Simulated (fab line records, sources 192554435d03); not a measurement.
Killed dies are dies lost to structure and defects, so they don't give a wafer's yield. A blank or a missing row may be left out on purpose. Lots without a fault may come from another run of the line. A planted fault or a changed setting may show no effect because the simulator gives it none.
Chamber matching | flow n5_finfet | N5_BEOL_M14_ETCH_59 on rie_diel-03: 4 sister chambers
The step etches BARC in N2/H2, target depth 89 nm, overetch 26.7 nm, time 67.9 s. 7 wafers are shown with their chamber, then 9 later ones without.

WAFERS WITH THEIR CHAMBER
wafer  | chamber | showerhead_plenum_p_Torr (Torr) | drypump_motor_current_A (A)
L081.5 | 3       | 2.39                            | 5.67
L092.1 | 1       | 2.40                            | 5.76
L092.2 | 2       | 2.60                            | 5.97
L092.3 | 0       | 2.46                            | 5.53
L092.4 | 3       | 2.38                            | 5.69
L092.5 | 1       | 2.40                            | 5.79
L092.6 | 0       | 2.46                            | 5.55

WAFERS WITHOUT THEIR CHAMBER
wafer  | showerhead_plenum_p_Torr (Torr) | drypump_motor_current_A (A)
L094.2 | 2.40                            | 5.80
L094.3 | 2.59                            | 5.96
L094.4 | 2.38                            | 5.65
L093.2 | 2.38                            | 5.67
L093.3 | 2.45                            | 5.53
L093.6 | 2.38                            | 5.64
L095.1 | 2.45                            | 5.53
L095.2 | 2.59                            | 5.96
L095.6 | 2.45                            | 5.53

WHICH CHAMBER EACH WENT THROUGH
wafer  | from the rows above | in truth
L094.2 | 1                   | 1
L094.3 | 2                   | 2
L094.4 | 3                   | 3
L093.2 | 3                   | 3
L093.3 | 0                   | 0
L093.6 | 3                   | 3
L095.1 | 0                   | 0
L095.2 | 2                   | 2
L095.6 | 0                   | 0
Placed correctly: 9 of 9. Can't be placed from these rows: 0. Placed wrongly: 0.
How it was worked out, from the rows above alone: a wafer's distance from a chamber is the root of the sum, over the readings, of the square of ((its reading less the chamber's mean) divided by the reading's scatter). The wafer belongs to the nearest chamber; if the next one is less than 2 further off, it can't be placed. A chamber's mean is the mean of its shown wafers. The scatter: the root of (the sum of the squares of (reading less its chamber's mean) over the shown wafers, divided by (wafers less chambers)).
